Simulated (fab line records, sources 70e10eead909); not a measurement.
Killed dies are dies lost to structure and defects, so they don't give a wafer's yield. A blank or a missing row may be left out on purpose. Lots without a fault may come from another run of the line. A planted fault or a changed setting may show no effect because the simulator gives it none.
fab line records | flow nand_harc
record lots=6 wafers=18 last_day=33
route steps=1302 shown A_ONON_D1@432
lots that met no fault: from a run of the same line without faults
start_h: hours from the record's first day to the start of the lot's first wafer shown | wait_h: hours since the lot's step before | " the same as in the row above | L1.1+2: a row that stands for several wafers | - no value, or no start given | * or withheld: withheld | < > ~ a bound
route shown NAME@n: a module of which the file shows steps, and the number in the route of the first | usual: mean/standard deviation of fault-free wafers | same: alike in all rows | chamber/n: place in a boat | sites: the reading at each site | _std_site: their standard deviation | _edge_site: outer sites' mean less inner sites' | radius_mm: how far each site lies from the wafer's centre | mask NAME#n: copy n | behind: the tool/chamber that last shaped the wafer | hold: why the lot was held/for how many hours/how that ended | device: the transistor (n, p or np) that didn't switch | end of line: the same wafers' tests at the end of the route | a step without rows: its recipe alone | killed: dies lost to structure and defects at the first sort, not the wafer's yield | map: a wafer's dies, x killed, . not, _ none there
set.NAME: the setting as run; set.NAME@STEP: as run at that earlier step | model.NAME: the simulator's own value behind a step, which no gauge read
lots at some steps of the route; a table a step, a row a wafer
services: from which hour (start_h, from the record's first day; less than 0 if before it) a tool's chamber was out of use, for how many hours, and why
## steps
# step NHARC_A_ONON_D1_DEP_12
# recipe target_thk_a=10000 n2_flow_sccm=2750 n2o_flow_sccm=2000 nh3_flow_sccm=500 sih4_flow_sccm=210 temp_c=400
# step NHARC_A_ONON_D1_THK_MEAS_14
# recipe thk_meas_gauge=ellipsometry
# usual thk_nm=1001/11
# columns lot.wafer tool chamber start_h wait_h thk_nm
L287.1 film_metro-02 - 229.59 - 991
L287.2 " - " " 989
L287.4 " - " " 991
L288.2 film_metro-02 - 234.24 - 1019
L288.4 " - " " 1016
L288.6 " - " " 1017
L293.1 film_metro-02 - 284.13 - 995
L293.3 " - " " 994
L293.4 " - " " 993
L294.1 film_metro-02 - 294.33 - 988
L294.5 " - " " 990
L294.6 " - " " 987
L298.1 film_metro-02 - 332.70 - 1008
L298.5 " - " " 1008
L298.6 " - " " 1009
L301.1 film_metro-01 - 364.13 - 1020
L301.3 " - " " 1018
L301.6 " - " " 1020
# step NHARC_A_ONON_D1_ANNEAL_15
# recipe temp_c=750 time_s=3600
# step NHARC_A_ONON_D1_DEP_16
# recipe target_thk_a=10000 n2_flow_sccm=2750 n2o_flow_sccm=2000 nh3_flow_sccm=500 sih4_flow_sccm=210 temp_c=400
# step NHARC_A_ONON_D1_THK_MEAS_18
# recipe thk_meas_gauge=ellipsometry
# usual thk_nm=997/8.9
# columns lot.wafer tool chamber start_h wait_h thk_nm
L288.2 film_metro-02 - 239.68 - 998
L288.4 " - " " 998
L288.6 " - " " 999
L287.1 film_metro-01 - 239.68 - 992
L287.2 " - " " 989
L287.4 " - " " 991
L293.1 film_metro-01 - 292.89 - 1006
L293.3 " - " " 1005
L293.4 " - " " 1005
L294.1 film_metro-01 - 302.12 - 994
L294.5 " - " " 996
L294.6 " - " " 996
L298.1 film_metro-02 - 340.55 - 988
L298.5 " - " " 987
L298.6 " - " " 987
L301.1 film_metro-02 - 373.25 - 1010
L301.3 " - " " 1010
L301.6 " - " " 1009
# step NHARC_A_ONON_D1_DEP_19
# recipe target_thk_a=10000 n2_flow_sccm=2750 n2o_flow_sccm=2000 nh3_flow_sccm=500 sih4_flow_sccm=210 temp_c=400
# step NHARC_A_ONON_D1_THK_MEAS_21
# recipe thk_meas_gauge=ellipsometry
# usual thk_nm=998/12
# columns lot.wafer tool chamber start_h wait_h thk_nm
L287.1 film_metro-02 - 240.24 - 1003
L287.2 " - " " 1004
L287.4 " - " " 1004
L288.2 film_metro-01 - 240.25 - 1017
L288.4 " - " " 1018
L288.6 " - " " 1018
L293.1 film_metro-02 - 293.45 - 992
L293.3 " - " " 992
L293.4 " - " " 990
L294.1 film_metro-01 - 302.69 - 1008
L294.5 " - " " 1007
L294.6 " - " " 1008
L298.1 film_metro-01 - 341.12 - 995
L298.5 " - " " 995
L298.6 " - " " 994
L301.1 film_metro-01 - 373.81 - 995
L301.3 " - " " 997
L301.6 " - " " 996
# step NHARC_A_ONON_D1_DEP_22
# recipe target_thk_a=10000 n2_flow_sccm=2750 n2o_flow_sccm=2000 nh3_flow_sccm=500 sih4_flow_sccm=210 temp_c=400
# step NHARC_A_ONON_D1_THK_MEAS_24
# recipe thk_meas_gauge=ellipsometry
# usual thk_nm=999/11
# columns lot.wafer tool chamber start_h wait_h thk_nm
L287.1 film_metro-01 - 240.81 - 967
L287.2 " - " " 967
L287.4 " - " " 968
L288.2 film_metro-02 - 240.81 - 977
L288.4 " - " " 977
L288.6 " - " " 979
L293.1 film_metro-02 - 294.01 - 993
L293.3 " - " " 993
L293.4 " - " " 993
L294.1 film_metro-01 - 303.26 - 1008
L294.5 " - " " 1009
L294.6 " - " " 1008
L298.1 film_metro-02 - 341.68 - 1003
L298.5 " - " " 1003
L298.6 " - " " 1004
L301.1 film_metro-01 - 374.38 - 1004
L301.3 " - " " 1007
L301.6 " - " " 1006
# step NHARC_A_ONON_D1_DEP_25
# recipe target_thk_a=10000 n2_flow_sccm=2750 n2o_flow_sccm=2000 nh3_flow_sccm=500 sih4_flow_sccm=210 temp_c=400
# step NHARC_A_ONON_D1_THK_MEAS_27
# recipe thk_meas_gauge=ellipsometry
# usual thk_nm=1001/9.8
# columns lot.wafer tool chamber start_h wait_h thk_nm
L287.1 film_metro-01 - 241.37 - 998
L287.2 " - " " 999
L287.4 " - " " 998
L288.2 film_metro-02 - 241.38 - 996
L288.4 " - " " 995
L288.6 " - " " 998
L293.1 film_metro-01 - 294.57 - 992
L293.3 " - " " 991
L293.4 " - " " 990
L294.1 film_metro-02 - 303.82 - 1004
L294.5 " - " " 1004
L294.6 " - " " 1003
L298.1 film_metro-01 - 342.24 - 981
L298.5 " - " " 982
L298.6 " - " " 981
L301.1 film_metro-01 - 374.94 - 1010
L301.3 " - " " 1011
L301.6 " - " " 1009
# step NHARC_A_ONON_D1_DEP_28
# recipe target_thk_a=10000 n2_flow_sccm=2750 n2o_flow_sccm=2000 nh3_flow_sccm=500 sih4_flow_sccm=210 temp_c=400
# columns lot.wafer tool chamber start_h wait_h
L287.1+2+4 pecvd_onon-01 0 241.43 0.1
L288.2+4+6 pecvd_onon-04 0 241.49 0.1
L293.1+3+4 pecvd_onon-01 0 294.63 0.1
L294.1+5+6 pecvd_onon-01 0 303.88 0.1
L298.1+5+6 pecvd_onon-02 0 342.30 0.1
L301.1+3+6 pecvd_onon-04 0 375.00 0.1
# step NHARC_A_ONON_D1_THK_MEAS_30
# recipe thk_meas_gauge=ellipsometry
# usual thk_nm=999/10
# columns lot.wafer tool chamber start_h wait_h thk_nm
L288.2 film_metro-02 - 241.95 - 993
L288.4 " - " " 995
L288.6 " - " " 994
L287.1 film_metro-01 - 241.97 - 988
L287.2 " - " " 989
L287.4 " - " " 989
L293.1 film_metro-02 - 295.14 - 1061
L293.3 " - " " 1060
L293.4 " - " " 1059
L294.1 film_metro-01 - 304.39 - 1079
L294.5 " - " " 1080
L294.6 " - " " 1079
L298.1 film_metro-02 - 342.81 - 990
L298.5 " - " " 991
L298.6 " - " " 989
L301.1 film_metro-01 - 375.51 - 998
L301.3 " - " " 997
L301.6 " - " " 995
# step NHARC_A_ONON_D1_DEP_33
# recipe target_thk_a=2000 temp_c=400 pressure_torr=6.5 rf_w=900 teos_flow_sccm=161.4 flow_sccm=2650 target_thk_nm=200 gas=O2 material=SiO2
# usual flow_sccm=2649/7.5 heater_power_w=566/100 throttle_valve_pct=16.1/0.64
# columns lot.wafer tool chamber start_h wait_h flow_sccm heater_power_w throttle_valve_pct
L287.1 pecvd-02 0 242.08 0.1 2663 473 15.9
L287.2 " 1 " " 2658 511 16.2
L287.4 " 0 " " 2652 506 15.7
L288.2 pecvd-03 2 242.09 0.1 2651 466 15.8
L288.4 " 0 " " 2641 735 16.0
L288.6 " 1 " " 2643 657 15.6
L293.1 pecvd-02 0 295.20 0.1 2663 568 15.9
L293.3 " 1 " " 2652 527 16.4
L293.4 " 0 " " 2658 577 15.9
L294.1 pecvd-01 0 304.44 0.1 2660 604 15.2
L294.5 " 1 " " 2643 422 17.3
L294.6 " 2 " " 2650 511 15.6
L298.1 pecvd-01 0 342.91 0.1 2651 671 15.4
L298.5 " 0 " " 2637 689 15.1
L298.6 " 1 " " 2638 401 16.8
L301.3 pecvd-01 2 375.61 0.1 2652 585 16.1
L301.1 " 0 " " 2636 671 15.3
L301.6 " 0 " " 2644 537 15.1
## services
# columns tool chamber start_h hours kind
pecvd-02 - 228.48 13.0 pm
pecvd-02 0 228.48 13.0 vent_cycle
pecvd-02 1 228.48 13.0 vent_cycle
pecvd-02 2 228.48 13.0 vent_cycle
pecvd-02 0 241.48 - clean
pecvd-02 1 241.48 - clean
pecvd-02 2 241.48 - clean
pecvd-03 2 264.84 10.5 repair
pecvd_onon-01 - 269.00 13.0 pm
pecvd_onon-04 - 304.04 0.3 repair
pecvd_onon-04 - 311.10 13.0 pm
pecvd-01 - 311.21 13.0 pm
pecvd-01 0 311.21 13.0 vent_cycle
pecvd-01 1 311.21 13.0 vent_cycle
pecvd-01 2 311.21 13.0 vent_cycle
pecvd-01 0 324.21 - clean
pecvd-01 1 324.21 - clean
pecvd-01 2 324.21 - clean
pecvd-03 - 366.29 13.0 pm
pecvd-03 0 366.29 13.0 vent_cycle
pecvd-03 1 366.29 13.0 vent_cycle
pecvd-03 2 366.29 13.0 vent_cycle
pecvd_onon-02 - 366.31 13.0 pm
## key
first_sign step=NHARC_A_ONON_D1_THK_MEAS_30 reading=thk_nm direction=up sigmas=7.1 usual=999 struck=1070
effect none on later readings
met_at NHARC_A_ONON_D1_DEP_28
struck_wafers L293.1,L293.3,L293.4,L294.1,L294.5,L294.6
later_rows_left_out L293.1,L293.3,L293.4,L294.1,L294.5,L294.6
sort_left_out L293.1,L293.3,L293.4,L294.1,L294.5,L294.6
tester_left_out L293,L294
onset_between 241.43 294.63
fault kind=process_parameter_drift tool=pecvd_onon-01 chamber=- onset_h=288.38 steps=NHARC_A_ONON_D1_DEP_28 channel=target_thk_a offset=* shape=step end_h=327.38 acts_in=* stated=*
# tester_left_out: of these lots the tester's yield and bins aren't shown, on N5 and GAA mostly nor the transistor test; their killed dies are dies lost to structure and defects alone, not to doping, threshold or leakage, so they don't give the yield
# sort_left_out: the simulated sort isn't trusted on such a fault, so these wafers' sort isn't shown, and their yield isn't known
# later_rows_left_out: the simulator's readings of these wafers behind a module that went badly wrong aren't trusted and aren't shown, but for the sort
